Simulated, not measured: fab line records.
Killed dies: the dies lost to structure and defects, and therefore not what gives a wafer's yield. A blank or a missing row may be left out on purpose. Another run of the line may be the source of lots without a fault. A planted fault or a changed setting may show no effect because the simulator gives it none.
fab line records + flow n5Finfet
record:
- lots: 5
- wafers: 15
- lastDay: 18
route steps=1938 shown BEOL_M12@1604 PASSIVATION@1936
lots with no fault: from the same line, run without faults
startH: hours from the record's first day to the start of the lot's first wafer shown + waitH: hours from the lot's prior step to this one + " the same as in the row above + L1.1+2: one row covering several wafers at once + - no value, or no start given + * or withheld: withheld + < > ~ a bound
route shown NAME@n: a module of which the file shows steps, and the number in the route of the first + usual: mean and standard deviation over wafers with no fault + same: alike in all rows + chamber/n: place in a boat + sites: per-site readings + _std_site: standard deviation across them + _edge_site: the outer-site mean with the inner-site mean subtracted + radiusMm: how far each site lies from the wafer's centre + mask NAME#n: copy n + behind: tool/chamber where the wafer was last shaped + hold: why the lot went on hold/how many hours it stayed there/how the hold came to an end + device: the n, p or np transistor that did not switch + end of line: the same wafers' tests at the end of the route + step lacking rows: just its recipe + killed: dies that structure and defects cost at the first sort, which is not the same as the wafer's yield + map: the dies of a wafer, with x for killed, . for not killed, _ for no die there
set.NAME: the run value of the setting; set.NAME@STEP: its run value at that earlier step + model.NAME: the simulator's own value behind a step, which no gauge read
a table for each step, a row for each wafer; lots at some steps of the route
services: from which hour (startH, from the record's first day; less than 0 if before it) a tool's chamber was out of use, for how many hours, and why
== steps ==
step: N5_BEOL_M12_COAT_58
recipe:
- resist: BARC
- tempC: 205
- timeS: 60
- spinRpm: 1500
- resistThkNm: 89
step: N5_BEOL_M12_COAT_04
recipe:
- spinRpm: 1625
- resistThkNm: 400
step: N5_BEOL_M12_EBR_06
recipe:
- solvent: PGMEA
- ebrWidthMm: 1.5
step: N5_BEOL_M12_SOFTBAKE_05
recipe:
- tempC: 130
- timeS: 60
step: N5_BEOL_M12_EXPOSE_07
recipe:
- maskId: V11
- na: 0.93
- sourceShape: conventional
- sigmaOuter: 0.6
- polarization: unpolarized
- attpsmPhaseDeg: 180
- doseMj: 32.5
step: N5_BEOL_M12_PEB_08
recipe:
- pebTempC: 130
- pebTimeS: 90
step: N5_BEOL_M12_DEVELOP_09
recipe:
- developTimeS: 45
- rinseLiquid: diw
- dry: airSpin
- devTempC: 21
step: N5_BEOL_M12_HARDBAKE_14
recipe:
- tempC: 130
- timeS: 120
step: N5_BEOL_M12_CD_MEAS_10
recipe:
- targetCdNm: 140
- landingEnergyEv: 500
- detector: seInlens
- polarity: opening
usual:
- cdNm: 139.8/1.3
same:
- landingEnergyEv: 500
| lot.wafer | tool     | chamber | startH | waitH | cdNm  |
|-----------|----------|---------|--------|-------|-------|
| L239.2    | cdSem-02 | 0       | 259.52 | -     | 140.2 |
| L239.3    | "        | 0       | "      | "     | 139.1 |
| L239.4    | "        | 0       | "      | "     | 139.6 |
| L240.2    | cdSem-01 | 0       | 269.10 | -     | 141.9 |
| L240.5    | "        | 0       | "      | "     | 141.2 |
| L240.6    | "        | 0       | "      | "     | 140.9 |
| L256.4    | cdSem-02 | 0       | 354.73 | -     | 139.5 |
| L256.5    | "        | 0       | "      | "     | 137.8 |
| L256.6    | "        | 0       | "      | "     | 139.0 |
| L255.2    | cdSem-03 | 0       | 354.76 | -     | 140.3 |
| L255.3    | "        | 0       | "      | "     | 138.2 |
| L255.5    | "        | 0       | "      | "     | 139.2 |
| L257.1    | cdSem-01 | 0       | 376.31 | -     | 144.1 |
| L257.2    | "        | 0       | "      | "     | 140.7 |
| L257.5    | "        | 0       | "      | "     | 142.5 |
step: N5_BEOL_M12_OVL_MEAS_11
recipe:
- pointsPerWafer: 44
usual:
- V11_OVL: 0/5.4
| lot.wafer | tool       | chamber | startH | waitH | V11_OVL[nm] |
|-----------|------------|---------|--------|-------|-------------|
| L239.2    | overlay-02 | 0       | 259.55 | 0.0   | 8           |
| L239.3    | "          | 0       | "      | "     | 2           |
| L239.4    | "          | 0       | "      | "     | 4           |
| L240.2    | overlay-01 | 0       | 269.13 | 0.0   | -1          |
| L240.5    | "          | 0       | "      | "     | 3           |
| L240.6    | "          | 0       | "      | "     | -9          |
| L256.4    | overlay-01 | 0       | 354.76 | 0.0   | -2          |
| L256.5    | "          | 0       | "      | "     | 0           |
| L256.6    | "          | 0       | "      | "     | 3           |
| L255.2    | overlay-01 | 0       | 354.79 | 0.0   | 1           |
| L255.3    | "          | 0       | "      | "     | -4          |
| L255.5    | "          | 0       | "      | "     | -7          |
| L257.1    | overlay-02 | 0       | 376.34 | 0.0   | -4          |
| L257.2    | "          | 0       | "      | "     | -8          |
| L257.5    | "          | 0       | "      | "     | -6          |
step: N5_BEOL_M12_INSPECT_12
recipe:
- mode: adi
- inspectInstrument: macro
usual:
- rawDefectCount: 2.0/1.5
| lot.wafer | tool             | chamber | startH | waitH | rawDefectCount |
|-----------|------------------|---------|--------|-------|----------------|
| L239.2    | defectInspect-01 | -       | 259.57 | 0.0   | 5              |
| L239.3    | "                | -       | "      | "     | 3              |
| L239.4    | "                | -       | "      | "     | 1              |
| L240.2    | defectInspect-01 | -       | 269.15 | 0.0   | 2              |
| L240.5    | "                | -       | "      | "     | 1              |
| L240.6    | "                | -       | "      | "     | 1              |
| L256.4    | defectInspect-01 | -       | 354.78 | 0.0   | 3              |
| L256.5    | "                | -       | "      | "     | 0              |
| L256.6    | "                | -       | "      | "     | 2              |
| L255.2    | defectInspect-02 | -       | 354.81 | 0.0   | 1              |
| L255.3    | "                | -       | "      | "     | 6              |
| L255.5    | "                | -       | "      | "     | 3              |
| L257.1    | defectInspect-02 | -       | 376.37 | 0.0   | 4              |
| L257.2    | "                | -       | "      | "     | 5              |
| L257.5    | "                | -       | "      | "     | 1              |
step: N5_BEOL_M12_DESCUM_15
recipe:
- chemistry: O2
- timeS: 7.9
- sourcePowerW: 50
- biasPowerW: 20
- pressureMtorr: 20
- rfFrequencyHz: 2.712e+07
- tempC: 40
- o2FlowSccm: 225
usual:
- drypumpMotorCurrentA: 5.8/0.33
- oesProductAu: 0.79/0.069
- rfVppV: 242.8/1.6
- showerheadPlenumPTorr: 2.07/0.078
- throttleValvePct: 20.44/0.28
| lot.wafer | tool       | chamber | startH | waitH | drypumpMotorCurrentA | oesProductAu | rfHoursCounterH | rfVppV | showerheadPlenumPTorr | throttleValvePct |
|-----------|------------|---------|--------|-------|----------------------|--------------|-----------------|--------|-----------------------|------------------|
| L239.2    | rieDiel-04 | 2       | 259.60 | 0.0   | 5.6                  | 0.73         | 204             | 243.9  | 2.15                  | 20.80            |
| L239.3    | "          | 1       | "      | "     | 6.3                  | 0.83         | 59              | 245.1  | 2.20                  | 20.32            |
| L239.4    | "          | 3       | "      | "     | 5.6                  | 0.81         | 64              | 244.5  | 2.21                  | 20.54            |
| L240.2    | rieDiel-01 | 3       | 269.19 | 0.0   | 5.7                  | 0.75         | 156             | 241.7  | 2.01                  | 20.70            |
| L240.5    | "          | 0       | "      | "     | 6.0                  | 0.79         | -               | 241.6  | 2.02                  | 20.21            |
| L240.6    | "          | 3       | "      | "     | 5.7                  | 0.75         | -               | 242.4  | 2.01                  | 20.68            |
| L256.4    | rieDiel-03 | 3       | 354.83 | 0.0   | 5.9                  | 0.70         | -               | 241.1  | 1.98                  | 20.71            |
| L256.5    | "          | 2       | "      | "     | 5.5                  | 0.71         | -               | 244.4  | 2.17                  | 20.94            |
| L256.6    | "          | 1       | "      | "     | 6.4                  | 0.83         | -               | 242.8  | 2.03                  | 20.08            |
| L255.2    | rieDiel-04 | 3       | 354.85 | 0.0   | 5.7                  | 0.78         | 97              | 244.4  | 2.20                  | 20.59            |
| L255.3    | "          | 2       | "      | "     | 5.6                  | 0.70         | 240             | 244.3  | 2.14                  | 20.86            |
| L255.5    | "          | 0       | "      | "     | 5.5                  | 0.80         | -               | 241.6  | 2.02                  | 20.21            |
| L257.1    | rieDiel-01 | 0       | 376.42 | 0.1   | 6.0                  | 0.75         | 175             | 241.2  | 2.00                  | 20.27            |
| L257.2    | "          | 1       | "      | "     | 6.0                  | 0.86         | 43              | 241.6  | 2.05                  | 20.20            |
| L257.5    | "          | 3       | "      | "     | 5.8                  | 0.72         | -               | 240.9  | 1.99                  | 20.74            |
step: N5_BEOL_M12_ETCH_59
recipe:
- chemistry: N2/H2
- target: BARC
- targetDepthA: 890
- overetchA: 267
- timeS: 67.9
- ionEnergyEv: 200
- pressureMtorr: 30
- sourceW: 840
- biasW: 150
- n2FlowSccm: 200
- h2FlowSccm: 200
usual:
- drypumpMotorCurrentA: 5.8/0.33
- h2FlowSccm: 199.9/0.63
- n2FlowSccm: 200.0/0.54
- oesProductAu: 0.67/0.056
- rfVppV: 523.3/2.8
- showerheadPlenumPTorr: 2.52/0.097
- throttleValvePct: 17.90/0.28
| lot.wafer | tool       | chamber | startH | waitH | drypumpMotorCurrentA | h2FlowSccm | n2FlowSccm | oesProductAu | rfHoursCounterH | rfVppV | showerheadPlenumPTorr | throttleValvePct |
|-----------|------------|---------|--------|-------|----------------------|------------|------------|--------------|-----------------|--------|-----------------------|------------------|
| L239.2    | rieDiel-04 | 2       | 259.64 | 0.0   | 5.6                  | 200.2      | 200.6      | 0.63         | 204             | 526.9  | 2.62                  | 18.26            |
| L239.3    | "          | 1       | "      | "     | 6.2                  | 200.5      | 200.2      | 0.70         | 59              | 528.1  | 2.70                  | 17.93            |
| L239.4    | "          | 3       | "      | "     | 5.7                  | 200.7      | 200.8      | 0.70         | 64              | 527.8  | 2.68                  | 17.88            |
| L240.2    | rieDiel-01 | 3       | 269.22 | 0.0   | 5.8                  | 200.2      | 200.3      | 0.63         | 156             | 521.4  | 2.44                  | 18.13            |
| L240.5    | "          | 0       | "      | "     | 6.0                  | 199.8      | 199.7      | 0.67         | -               | 521.9  | 2.44                  | 17.67            |
| L240.6    | "          | 3       | "      | "     | 5.8                  | 200.4      | 200.1      | 0.64         | -               | 519.8  | 2.44                  | 18.12            |
| L256.4    | rieDiel-03 | 3       | 354.87 | 0.0   | 5.9                  | 199.7      | 200.6      | 0.61         | -               | 520.1  | 2.41                  | 18.29            |
| L256.5    | "          | 2       | "      | "     | 5.5                  | 200.5      | 200.8      | 0.61         | -               | 526.9  | 2.63                  | 18.27            |
| L256.6    | "          | 1       | "      | "     | 6.3                  | 200.8      | 200.1      | 0.70         | -               | 522.0  | 2.47                  | 17.61            |
| L255.2    | rieDiel-04 | 3       | 354.88 | 0.0   | 5.7                  | 198.6      | 200.5      | 0.66         | 97              | 527.5  | 2.66                  | 17.94            |
| L255.3    | "          | 2       | "      | "     | 5.6                  | 199.5      | 200.2      | 0.60         | 240             | 525.4  | 2.60                  | 18.31            |
| L255.5    | "          | 0       | "      | "     | 5.5                  | 181.8      | 200.1      | 0.67         | -               | 521.2  | 2.38                  | 17.09            |
| L257.1    | rieDiel-01 | 0       | 376.45 | 0.0   | 6.1                  | 200.1      | 199.4      | 0.65         | 175             | 520.1  | 2.42                  | 17.75            |
| L257.2    | "          | 1       | "      | "     | 6.0                  | 198.7      | 200.2      | 0.74         | 43              | 522.7  | 2.49                  | 17.60            |
| L257.5    | "          | 3       | "      | "     | 5.8                  | 199.3      | 199.9      | 0.61         | -               | 520.6  | 2.42                  | 18.19            |
step: N5_BEOL_M12_VIA_ETCH_16
recipe:
- chemistry: C4F8/O2/Ar
- target: SiOC
- pressureMtorr: 30
- sourceW: 3000
- biasW: 700
- Ar_flow_sccm: 400
- C4F8_flow_sccm: 15
- O2_flow_sccm: 8
- heInnerTorr: 15
- heOuterTorr: 30
- targetDepthA: 7248
- timeS: withheld
- ionEnergyEv: 250
- ends: cleared
usual:
- drypumpMotorCurrentA: 5.8/0.33
- oesProductAu: 0.71/0.063
- rfVppV: 665/3.5
- showerheadPlenumPTorr: 3.39/0.13
- throttleValvePct: 24.2/0.3
| lot.wafer | tool       | chamber | startH | waitH | drypumpMotorCurrentA | oesProductAu | rfVppV | showerheadPlenumPTorr | throttleValvePct |
|-----------|------------|---------|--------|-------|----------------------|--------------|--------|-----------------------|------------------|
| L239.2    | rieDiel-04 | 2       | 259.69 | 0.0   | 5.6                  | 0.67         | 668    | 3.52                  | 24.7             |
| L239.3    | "          | 1       | "      | "     | 6.2                  | 0.75         | 669    | 3.62                  | 24.3             |
| L239.4    | "          | 3       | "      | "     | 5.7                  | 0.74         | 671    | 3.61                  | 24.4             |
| L240.2    | rieDiel-01 | 3       | 269.27 | 0.0   | 5.7                  | 0.67         | 661    | 3.28                  | 24.4             |
| L240.5    | "          | 0       | "      | "     | 6.1                  | 0.71         | 662    | 3.28                  | 23.8             |
| L240.6    | "          | 3       | "      | "     | 5.8                  | 0.67         | 663    | 3.28                  | 24.4             |
| L255.2    | rieDiel-04 | 3       | 354.93 | 0.0   | 5.7                  | 0.69         | 669    | 3.59                  | 24.4             |
| L255.3    | "          | 2       | "      | "     | 5.6                  | 0.63         | 669    | 3.50                  | 24.7             |
| L255.5    | "          | 0       | "      | "     | 5.5                  | 0.71         | 663    | 3.30                  | 23.9             |
| L256.4    | rieDiel-03 | 3       | 354.99 | 0.1   | 6.0                  | 0.63         | 659    | 3.25                  | 24.5             |
| L256.5    | "          | 2       | "      | "     | 5.5                  | 0.64         | 667    | 3.51                  | 24.6             |
| L256.6    | "          | 1       | "      | "     | 6.3                  | 0.75         | 663    | 3.32                  | 23.9             |
| L257.1    | rieDiel-01 | 0       | 376.50 | 0.0   | 6.1                  | 0.67         | 660    | 3.26                  | 23.9             |
| L257.2    | "          | 1       | "      | "     | 6.0                  | 0.78         | 663    | 3.33                  | 23.9             |
| L257.5    | "          | 3       | "      | "     | 5.7                  | 0.64         | 662    | 3.26                  | 24.5             |
step: N5_PASSIVATION_PROBE_49
usual:
- defectLimitedYield: 91.2/1.5
- killed_at_M0_to_M3: 32/9.6
- killed_at_M4_up: 13/5.3
- killedAtContacts: 13/6.7
- killedAtFrontEnd: 42/11
- killedAtOther: 3.8/2.9
- killedDies: 103/17
- killedOpen: 67/13
- killedShort: 35/7.9
- sort_bin_5_function: 5.2/0.94
- sort_bin_6_memory: 3.3/0.64
- sortNPass: 1077/17
- sortYieldPct: 91.2/1.5
same:
- grossDies: 1180
- killedAtBackSide: 0
- sort_bin_4_leakage[%]: 0
- sort_bin_8_speed[%]: 0
| lot.wafer | tool      | chamber | startH | waitH | defectLimitedYield[%] | killed_at_M0_to_M3 | killed_at_M4_up | killedAtContacts | killedAtFrontEnd | killedAtOther | killedDies | killedOpen | killedShort | sort_bin_5_function[%] | sort_bin_6_memory[%] | sortNPass | sortYieldPct[%] |
|-----------|-----------|---------|--------|-------|-----------------------|--------------------|-----------------|------------------|------------------|---------------|------------|------------|-------------|------------------------|----------------------|-----------|-----------------|
| L240.2    | prober-02 | -       | 309.01 | 0.1   | 92.7                  | 31                 | 20              | 9                | 24               | 2             | 86         | 54         | 31          | 4.5                    | 2.5                  | 1094      | 92.7            |
| L240.5    | prober-02 | -       | 309.16 | 0.2   | 92.1                  | 26                 | 13              | 4                | 47               | 3             | 93         | 56         | 29          | 5.2                    | 1.8                  | 1087      | 92.1            |
| L240.6    | prober-02 | -       | 309.21 | 0.3   | 92.4                  | 17                 | 21              | 11               | 40               | 1             | 90         | 64         | 25          | 4.7                    | 2.9                  | 1090      | 92.4            |
| L256.6    | prober-02 | -       | 414.91 | 0.3   | 89.5                  | 41                 | 9               | 25               | 46               | 3             | 124        | 78         | 43          | 6.6                    | 3.6                  | 1056      | 89.5            |
killed by level:class
L240.2 MOL_CONTACT_COAG:geometricParticle:open=7 BEOL_M0_SAQP:geometricParticle:short=7 BEOL_M4:geometricParticle:open=7 BEOL_M2:geometricParticle:open=6 GATE_CUT:geometricParticle:short=6 FIN_SAQP:geometricParticle:open=5 BEOL_M0_SAQP:geometricParticle:open=5 STI_FIN_REVEAL:geometricParticle:open=4
L240.5 STI_FIN_REVEAL:geometricParticle:open=12 BEOL_M4:geometricParticle:open=10 FIN_SAQP:geometricParticle:open=8 HKMG_FIN:areaEtch=8 BEOL_M1:geometricParticle:open=6 FIN_SAQP:geometricParticle:short=5 STARTING-WAFER:geometricParticle:short=4 STI_FIN_REVEAL:geometricParticle:short=3
L240.6 STI_FIN_REVEAL:geometricParticle:open=14 MOL_CONTACT_COAG:geometricParticle:open=9 BEOL_M4:geometricParticle:open=8 FIN_SAQP:geometricParticle:open=5 BEOL_M0:geometricParticle:open=5 STARTING-WAFER:geometricParticle:short=5 STI_FIN_REVEAL:geometricParticle:short=3 DUMMY_GATE:geometricParticle:open=3
L256.6 MOL_CONTACT_COAG:geometricParticle:open=16 FIN_SAQP:geometricParticle:open=15 BEOL_M2:geometricParticle:open=13 FIN_SAQP:geometricParticle:short=10 MOL_CONTACT_COAG:geometricParticle:short=9 BEOL_M0_SAQP:geometricParticle:short=6 GATE_CUT:geometricParticle:short=5 BEOL_M0_SAQP:geometricParticle:open=5
== services ==
| tool       | chamber | startH | hours | kind                        |
|------------|---------|--------|-------|-----------------------------|
| rieDiel-01 | 1       | 244.09 | -     | clean                       |
| rieDiel-01 | 1       | 244.09 | -     | consumableReplace:focusRing |
| rieDiel-01 | 1       | 244.09 | 13.9  | scheduledDown               |
| rieDiel-01 | 1       | 244.09 | 13.9  | ventCycle                   |
| rieDiel-01 | 2       | 290.57 | -     | clean                       |
| rieDiel-01 | 2       | 290.57 | -     | consumableReplace:focusRing |
| rieDiel-01 | 2       | 290.57 | 21.6  | scheduledDown               |
| rieDiel-01 | 2       | 290.57 | 21.6  | ventCycle                   |
| rieDiel-04 | 1       | 344.77 | 30.9  | repair                      |
| rieDiel-03 | -       | 361.14 | 2.8   | pm                          |
| rieDiel-04 | 2       | 376.09 | -     | clean                       |
| rieDiel-04 | 2       | 376.09 | -     | consumableReplace:focusRing |
| rieDiel-04 | 2       | 376.09 | 16.8  | scheduledDown               |
| rieDiel-04 | 2       | 376.09 | 16.8  | ventCycle                   |
== key ==
firstSign:
- step: N5_BEOL_M12_ETCH_59
- reading: h2FlowSccm
- direction: down
- sigmas: 28
- usual: 199.9
- struck: 181.8
effect none on later readings
metAt N5_BEOL_M12_ETCH_59
struckWafers L255.5
fault:
- kind: processParameterDrift
- tool: rieDiel-04
- chamber: 0
- onsetH: 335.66
- steps: N5_BEOL_M12_ETCH_59
- channel: h2FlowSccm
- offset: -20
- shape: step
- endH: 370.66
- actsIn: theseRecipesOnly
- stated: 200
